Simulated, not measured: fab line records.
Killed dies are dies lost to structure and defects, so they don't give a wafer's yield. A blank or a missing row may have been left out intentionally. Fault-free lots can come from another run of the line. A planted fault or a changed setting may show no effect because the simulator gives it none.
Which of the tools did it? + flow n5 finfet + Sampling: 24 lots, 72 wafers, 6 of 1938 route steps

== WHAT THE GAUGES SHOWED, per wafer ==
N5_BEOL_M1_THK_MEAS_53: measures by xrf. Usual: M1_THK typically reads 39.9 nm, with standard deviation 1.8.
| lot  | measured     | on            | M1_THK (nm)    | flag |
|------|--------------|---------------|----------------|------|
| L076 | day 6 18:36  | film metro-02 | 38.3 41.6 41.4 |      |
| L074 | day 6 22:00  | film metro-01 | 40.2 42.4 38.7 |      |
| L075 | day 6 22:17  | film metro-01 | 36.9 37.8 41.0 |      |
| L077 | day 7 07:29  | film metro-01 | 39.9 38.1 39.4 |      |
| L078 | day 7 11:29  | film metro-01 | 37.3 42.8 41.0 |      |
| L079 | day 7 13:44  | film metro-01 | 38.2 37.0 39.6 |      |
| L080 | day 8 01:25  | film metro-02 | 40.3 43.4 44.5 |      |
| L081 | day 8 06:05  | film metro-01 | 39.2 37.2 40.0 |      |
| L082 | day 8 09:17  | film metro-01 | 39.7 44.0 37.3 |      |
| L083 | day 8 13:13  | film metro-01 | 37.2 38.6 38.9 |      |
| L084 | day 8 21:34  | film metro-01 | 40.2 38.5 37.7 |      |
| L085 | day 9 08:44  | film metro-01 | 39.8 40.0 40.0 |      |
| L086 | day 9 17:56  | film metro-02 | 39.1 40.5 41.1 |      |
| L088 | day 10 01:08 | film metro-02 | 38.7 40.8 42.1 |      |
| L087 | day 10 05:40 | film metro-02 | 41.5 40.4 43.0 |      |
| L089 | day 10 14:22 | film metro-01 | 36.8 42.3 40.6 |      |
| L090 | day 10 20:21 | film metro-01 | 41.2 41.9 40.2 |      |
| L091 | day 10 20:35 | film metro-02 | 39.9 40.7 39.9 |      |
| L092 | day 11 06:53 | film metro-02 | 37.5 43.0 40.2 |      |
| L094 | day 11 08:11 | film metro-01 | 38.4 40.5 37.9 |      |
| L093 | day 11 08:44 | film metro-02 | 37.5 38.1 39.5 |      |
| L095 | day 11 13:36 | film metro-02 | 41.4 38.9 44.0 |      |
| L096 | day 12 00:10 | film metro-02 | 39.3 37.5 40.5 |      |
| L097 | day 12 06:08 | film metro-01 | 39.6 41.3 37.8 |      |

== TOOL THAT RAN EACH LOT (tool first, then ch and the chambers of the sampled wafers, then the start) ==
| lot  | N5_BEOL_M1_SPUTTER_48        | N5_BEOL_M1_SPUTTER_86        | N5_BEOL_M1_ANNEAL_89         | N5_BEOL_M1_SPUTTER_94        | N5_BEOL_M1_CMP_52             |
|------|------------------------------|------------------------------|------------------------------|------------------------------|-------------------------------|
| L076 | pvd sputter-02, day 6 16:04  | pvd sputter-02, day 6 16:43  | pvd sputter-02, day 6 17:01  | pvd sputter-02, day 6 17:36  | cmp-02 ch 0,1,2, day 6 18:23  |
| L074 | pvd sputter-03, day 6 19:27  | pvd sputter-03, day 6 20:07  | pvd sputter-03, day 6 20:25  | pvd sputter-03, day 6 20:59  | cmp-01 ch 1,2,3, day 6 21:44  |
| L075 | pvd sputter-02, day 6 19:35  | pvd sputter-02, day 6 20:15  | pvd sputter-02, day 6 20:33  | pvd sputter-02, day 6 21:08  | cmp-02 ch 0,2,3, day 6 22:04  |
| L077 | pvd sputter-02, day 7 04:56  | pvd sputter-02, day 7 05:36  | pvd sputter-02, day 7 05:54  | pvd sputter-02, day 7 06:29  | cmp-01 ch 0,1,2, day 7 07:14  |
| L078 | pvd sputter-03, day 7 08:51  | pvd sputter-03, day 7 09:31  | pvd sputter-03, day 7 09:49  | pvd sputter-03, day 7 10:23  | cmp-03 ch 0,2,3, day 7 11:11  |
| L079 | pvd sputter-02, day 7 11:11  | pvd sputter-02, day 7 11:50  | pvd sputter-02, day 7 12:08  | pvd sputter-02, day 7 12:43  | cmp-01 ch 0,2, day 7 13:28    |
| L080 | pvd sputter-02, day 7 22:52  | pvd sputter-02, day 7 23:31  | pvd sputter-02, day 7 23:49  | pvd sputter-02, day 8 00:24  | cmp-02 ch 0,1, day 8 01:07    |
| L081 | pvd sputter-02, day 8 03:32  | pvd sputter-02, day 8 04:12  | pvd sputter-02, day 8 04:30  | pvd sputter-02, day 8 05:05  | cmp-03 ch 1,2,3, day 8 05:50  |
| L082 | pvd sputter-02, day 8 06:20  | pvd sputter-02, day 8 07:00  | pvd sputter-02, day 8 07:18  | pvd sputter-02, day 8 07:53  | cmp-03 ch 0,2,3, day 8 09:02  |
| L083 | pvd sputter-01, day 8 10:40  | pvd sputter-01, day 8 11:19  | pvd sputter-01, day 8 11:37  | pvd sputter-01, day 8 12:12  | cmp-02 ch 2,3, day 8 12:58    |
| L084 | pvd sputter-03, day 8 18:52  | pvd sputter-03, day 8 19:31  | pvd sputter-03, day 8 19:49  | pvd sputter-03, day 8 20:24  | cmp-02 ch 0,2,3, day 8 21:18  |
| L085 | pvd sputter-02, day 9 03:31  | pvd sputter-02, day 9 04:11  | pvd sputter-02, day 9 04:29  | pvd sputter-02, day 9 05:04  | cmp-02 ch 2,3, day 9 08:27    |
| L086 | pvd sputter-02, day 9 14:07  | pvd sputter-02, day 9 14:47  | pvd sputter-02, day 9 15:05  | pvd sputter-02, day 9 15:40  | cmp-01 ch 0,1,3, day 9 17:41  |
| L088 | pvd sputter-01, day 9 22:19  | pvd sputter-01, day 9 22:58  | pvd sputter-01, day 9 23:16  | pvd sputter-01, day 9 23:51  | cmp-02 ch 0,1, day 10 00:52   |
| L087 | pvd sputter-02, day 10 02:50 | pvd sputter-02, day 10 03:30 | pvd sputter-02, day 10 03:48 | pvd sputter-02, day 10 04:23 | cmp-01 ch 0,2,3, day 10 05:25 |
| L089 | pvd sputter-03, day 10 11:49 | pvd sputter-03, day 10 12:29 | pvd sputter-03, day 10 12:47 | pvd sputter-03, day 10 13:22 | cmp-02 ch 1,2, day 10 14:07   |
| L090 | pvd sputter-03, day 10 17:16 | pvd sputter-03, day 10 17:55 | pvd sputter-03, day 10 18:13 | pvd sputter-03, day 10 18:48 | cmp-02 ch 0,1,3, day 10 20:04 |
| L091 | pvd sputter-01, day 10 17:46 | pvd sputter-01, day 10 18:25 | pvd sputter-01, day 10 18:43 | pvd sputter-01, day 10 19:18 | cmp-02 ch 0,1,3, day 10 20:19 |
| L092 | pvd sputter-03, day 11 04:20 | pvd sputter-03, day 11 05:00 | pvd sputter-03, day 11 05:18 | pvd sputter-03, day 11 05:53 | cmp-02 ch 1,2, day 11 06:36   |
| L094 | pvd sputter-02, day 11 05:38 | pvd sputter-02, day 11 06:17 | pvd sputter-02, day 11 06:35 | pvd sputter-02, day 11 07:10 | cmp-02 ch 0,1,3, day 11 07:58 |
| L093 | pvd sputter-03, day 11 06:11 | pvd sputter-03, day 11 06:50 | pvd sputter-03, day 11 07:08 | pvd sputter-03, day 11 07:43 | cmp-02 ch 0,2,3, day 11 08:26 |
| L095 | pvd sputter-02, day 11 11:03 | pvd sputter-02, day 11 11:43 | pvd sputter-02, day 11 12:01 | pvd sputter-02, day 11 12:35 | cmp-02 ch 0,1,2, day 11 13:20 |
| L096 | pvd sputter-01, day 11 21:11 | pvd sputter-01, day 11 21:51 | pvd sputter-01, day 11 22:09 | pvd sputter-01, day 11 22:44 | cmp-03 ch 1,3, day 11 23:54   |
| L097 | pvd sputter-01, day 12 03:35 | pvd sputter-01, day 12 04:15 | pvd sputter-01, day 12 04:33 | pvd sputter-01, day 12 05:08 | cmp-02 ch 2,3, day 12 05:53   |
- N5_BEOL_M1_SPUTTER_48: material Cu, target thk 4.5 nm, time 8.29 s.
- N5_BEOL_M1_SPUTTER_86: material Cu, target thk 4.5 nm, time 8.29 s.
- N5_BEOL_M1_ANNEAL_89: time 240 s.
- N5_BEOL_M1_SPUTTER_94: material Cu, target thk 4.5 nm, time 8.29 s.
- N5_BEOL_M1_CMP_52: polishes, stops on SiOC, t overpolish 6.8 s, target thk 40 nm.

== WHAT THE TOOLS THEMSELVES READ (means of the sampled wafers that have a number; where no wafer has one, the mark that the record gives instead) ==
N5_BEOL_M1_SPUTTER_48. Usual: throttle valve pct reads 29.8 % (standard deviation 1).
| lot  | tool           | throttle valve pct (%) | flag |
|------|----------------|------------------------|------|
| L076 | pvd sputter-02 | 29.3                   |      |
| L074 | pvd sputter-03 | 29.5                   |      |
| L075 | pvd sputter-02 | 29.1                   |      |
| L077 | pvd sputter-02 | 29.5                   |      |
| L078 | pvd sputter-03 | 29.9                   |      |
| L079 | pvd sputter-02 | 28.9                   |      |
| L080 | pvd sputter-02 | 30.4                   |      |
| L081 | pvd sputter-02 | 30.0                   |      |
| L082 | pvd sputter-02 | 29.4                   |      |
| L083 | pvd sputter-01 | 30.6                   |      |
| L084 | pvd sputter-03 | 29.9                   |      |
| L085 | pvd sputter-02 | 29.5                   |      |
| L086 | pvd sputter-02 | 29.7                   |      |
| L088 | pvd sputter-01 | 30.1                   |      |
| L087 | pvd sputter-02 | 29.4                   |      |
| L089 | pvd sputter-03 | 29.7                   |      |
| L090 | pvd sputter-03 | 29.5                   |      |
| L091 | pvd sputter-01 | 31.0                   |      |
| L092 | pvd sputter-03 | 30.1                   |      |
| L094 | pvd sputter-02 | 29.4                   |      |
| L093 | pvd sputter-03 | 29.5                   |      |
| L095 | pvd sputter-02 | 29.0                   |      |
| L096 | pvd sputter-01 | 29.9                   |      |
| L097 | pvd sputter-01 | 30.0                   |      |

N5_BEOL_M1_SPUTTER_86. Usual: throttle valve pct reads 29.8 % (standard deviation 1).
| lot  | tool           | throttle valve pct (%) | flag |
|------|----------------|------------------------|------|
| L076 | pvd sputter-02 | 29.4                   |      |
| L074 | pvd sputter-03 | 29.5                   |      |
| L075 | pvd sputter-02 | 29.1                   |      |
| L077 | pvd sputter-02 | 29.5                   |      |
| L078 | pvd sputter-03 | 29.8                   |      |
| L079 | pvd sputter-02 | 28.8                   |      |
| L080 | pvd sputter-02 | 30.6                   |      |
| L081 | pvd sputter-02 | 30.0                   |      |
| L082 | pvd sputter-02 | 29.6                   |      |
| L083 | pvd sputter-01 | 30.8                   |      |
| L084 | pvd sputter-03 | 29.8                   |      |
| L085 | pvd sputter-02 | 29.3                   |      |
| L086 | pvd sputter-02 | 29.6                   |      |
| L088 | pvd sputter-01 | 30.0                   |      |
| L087 | pvd sputter-02 | 29.5                   |      |
| L089 | pvd sputter-03 | 29.7                   |      |
| L090 | pvd sputter-03 | 29.6                   |      |
| L091 | pvd sputter-01 | 31.0                   |      |
| L092 | pvd sputter-03 | 30.0                   |      |
| L094 | pvd sputter-02 | 29.5                   |      |
| L093 | pvd sputter-03 | 29.4                   |      |
| L095 | pvd sputter-02 | 29.0                   |      |
| L096 | pvd sputter-01 | 29.9                   |      |
| L097 | pvd sputter-01 | 30.0                   |      |

N5_BEOL_M1_ANNEAL_89. Usual: heater power w reads 808 W (standard deviation 59).
| lot  | tool           | heater power w (W) | flag |
|------|----------------|--------------------|------|
| L076 | pvd sputter-02 | 850                |      |
| L074 | pvd sputter-03 | 787                |      |
| L075 | pvd sputter-02 | 840                |      |
| L077 | pvd sputter-02 | 821                |      |
| L078 | pvd sputter-03 | 756                |      |
| L079 | pvd sputter-02 | 828                |      |
| L080 | pvd sputter-02 | 762                |      |
| L081 | pvd sputter-02 | 769                |      |
| L082 | pvd sputter-02 | 817                |      |
| L083 | pvd sputter-01 | 864                |      |
| L084 | pvd sputter-03 | 778                |      |
| L085 | pvd sputter-02 | 856                |      |
| L086 | pvd sputter-02 | 820                |      |
| L088 | pvd sputter-01 | 847                |      |
| L087 | pvd sputter-02 | 863                |      |
| L089 | pvd sputter-03 | 802                |      |
| L090 | pvd sputter-03 | 796                |      |
| L091 | pvd sputter-01 | 809                |      |
| L092 | pvd sputter-03 | 736                |      |
| L094 | pvd sputter-02 | 826                |      |
| L093 | pvd sputter-03 | 762                |      |
| L095 | pvd sputter-02 | 822                |      |
| L096 | pvd sputter-01 | 847                |      |
| L097 | pvd sputter-01 | 824                |      |

N5_BEOL_M1_SPUTTER_94. Usual: throttle valve pct reads 29.8 % (standard deviation 1).
| lot  | tool           | throttle valve pct (%) | flag |
|------|----------------|------------------------|------|
| L076 | pvd sputter-02 | 29.5                   |      |
| L074 | pvd sputter-03 | 29.5                   |      |
| L075 | pvd sputter-02 | 28.9                   |      |
| L077 | pvd sputter-02 | 29.4                   |      |
| L078 | pvd sputter-03 | 30.0                   |      |
| L079 | pvd sputter-02 | 29.1                   |      |
| L080 | pvd sputter-02 | 30.5                   |      |
| L081 | pvd sputter-02 | 30.0                   |      |
| L082 | pvd sputter-02 | 29.5                   |      |
| L083 | pvd sputter-01 | 30.6                   |      |
| L084 | pvd sputter-03 | 29.9                   |      |
| L085 | pvd sputter-02 | 29.6                   |      |
| L086 | pvd sputter-02 | 29.7                   |      |
| L088 | pvd sputter-01 | 30.1                   |      |
| L087 | pvd sputter-02 | 29.5                   |      |
| L089 | pvd sputter-03 | 29.6                   |      |
| L090 | pvd sputter-03 | 29.8                   |      |
| L091 | pvd sputter-01 | 31.0                   |      |
| L092 | pvd sputter-03 | 30.1                   |      |
| L094 | pvd sputter-02 | 29.4                   |      |
| L093 | pvd sputter-03 | 29.6                   |      |
| L095 | pvd sputter-02 | 29.1                   |      |
| L096 | pvd sputter-01 | 30.1                   |      |
| L097 | pvd sputter-01 | 30.1                   |      |

N5_BEOL_M1_CMP_52. Usual: barrier field endpoint s 24.6 s (standard deviation 0.81); motor current A 6.2 A (standard deviation 0.63); overpolish run s 6.800 s (standard deviation 0.0095); pad life wafers 1437 (standard deviation 490); platen rpm 50.00 rpm (standard deviation 0.035); slurry filter dp kPa 13.49 kPa (standard deviation 0.15); time to endpoint s 62 s (standard deviation 4.5).
| lot  | tool   | barrier field endpoint s (s) | motor current A (A) | overpolish run s (s) | pad life wafers | platen rpm (rpm) | slurry filter dp kPa (kPa) | time to endpoint s (s) | flag |
|------|--------|------------------------------|---------------------|----------------------|-----------------|------------------|----------------------------|------------------------|------|
| L076 | cmp-02 | 24.4                         | 6.5                 | 6.797                | 1022            | 49.96            | 13.48                      | 62                     |      |
| L074 | cmp-01 | 24.5                         | 6.1                 | 6.795                | 620             | 49.99            | 13.63                      | 59                     |      |
| L075 | cmp-02 | 23.9                         | 6.0                 | 6.799                | 1058            | 49.99            | 13.43                      | 62                     |      |
| L077 | cmp-01 | 24.0                         | 6.5                 | 6.799                | 710             | 49.98            | 13.52                      | 63                     |      |
| L078 | cmp-03 | 26.4                         | 6.8                 | 6.810                | 1796            | 49.94            | 13.37                      | 68                     |      |
| L079 | cmp-01 | 24.6                         | 6.4                 | 6.797                | 758             | 49.99            | 13.55                      | 62                     |      |
| L080 | cmp-02 | 25.3                         | 6.2                 | 6.798                | 1212            | 49.96            | 13.60                      | 64                     |      |
| L081 | cmp-03 | 24.3                         | 6.2                 | 6.811                | 1940            | 50.02            | 13.42                      | 65                     |      |
| L082 | cmp-03 | 25.0                         | 6.9                 | 6.796                | 1964            | 49.97            | 13.38                      | 64                     |      |
| L083 | cmp-02 | 23.7                         | 5.8                 | 6.799                | 1297            | 50.01            | 13.38                      | 59                     |      |
| L084 | cmp-02 | 24.6                         | 6.1                 | 6.797                | 1388            | 50.01            | 13.49                      | 60                     |      |
| L085 | cmp-02 | 24.2                         | 6.0                 | 6.800                | 1490            | 50.00            | 13.59                      | 55                     |      |
| L086 | cmp-01 | 24.8                         | 6.2                 | 6.800                | 1184            | 50.00            | 13.42                      | 63                     |      |
| L088 | cmp-02 | 25.8                         | 6.1                 | 6.797                | 1627            | 50.01            | 13.47                      | 65                     |      |
| L087 | cmp-01 | 24.2                         | 6.5                 | 6.793                | 1310            | 50.00            | 13.46                      | 59                     |      |
| L089 | cmp-02 | 24.2                         | 6.4                 | 6.816                | 1700            | 50.01            | 13.52                      | 58                     |      |
| L090 | cmp-02 | 24.6                         | 5.7                 | 6.802                | 1766            | 50.00            | 13.47                      | 64                     |      |
| L091 | cmp-02 | 24.6                         | 5.8                 | 6.798                | 1772            | 50.00            | 13.70                      | 60                     |      |
| L092 | cmp-02 | 24.2                         | 6.7                 | 6.800                | 1866            | 49.97            | 13.59                      | 58                     |      |
| L094 | cmp-02 | 24.4                         | 5.8                 | 6.799                | 1874            | 50.02            | 13.49                      | 62                     |      |
| L093 | cmp-02 | 24.2                         | 6.0                 | 6.791                | 1879            | 49.98            | 13.51                      | 59                     |      |
| L095 | cmp-02 | 24.6                         | 6.7                 | 6.799                | 1934            | 50.04            | 13.40                      | 63                     |      |
| L096 | cmp-03 | 24.3                         | 6.1                 | 6.808                | 242             | 50.00            | 13.52                      | 60                     |      |
| L097 | cmp-02 | 24.5                         | 5.8                 | 6.794                | 2077            | 50.03            | 13.31                      | 59                     |      |

== THE ANSWER, worked out from the rows above alone ==
Rule: lot off if the mean of its wafers having a number is beyond 3 standard deviations from the usual mean. Also off: a lot with no number at a reading for which 4 or more lots have one. Any other lot the step has rows for is counted as sound. First the gauges in route order, then the tools' own readings, where a lot's mean is used as printed above. The first step at which some lot is off is used, and at that step the reading that is off furthest; a lot without a number counts as furthest.
Nothing can be told from this: no lot is off at any reading shown.

== WHAT WAS PUT IN BY THE SIMULATOR ==
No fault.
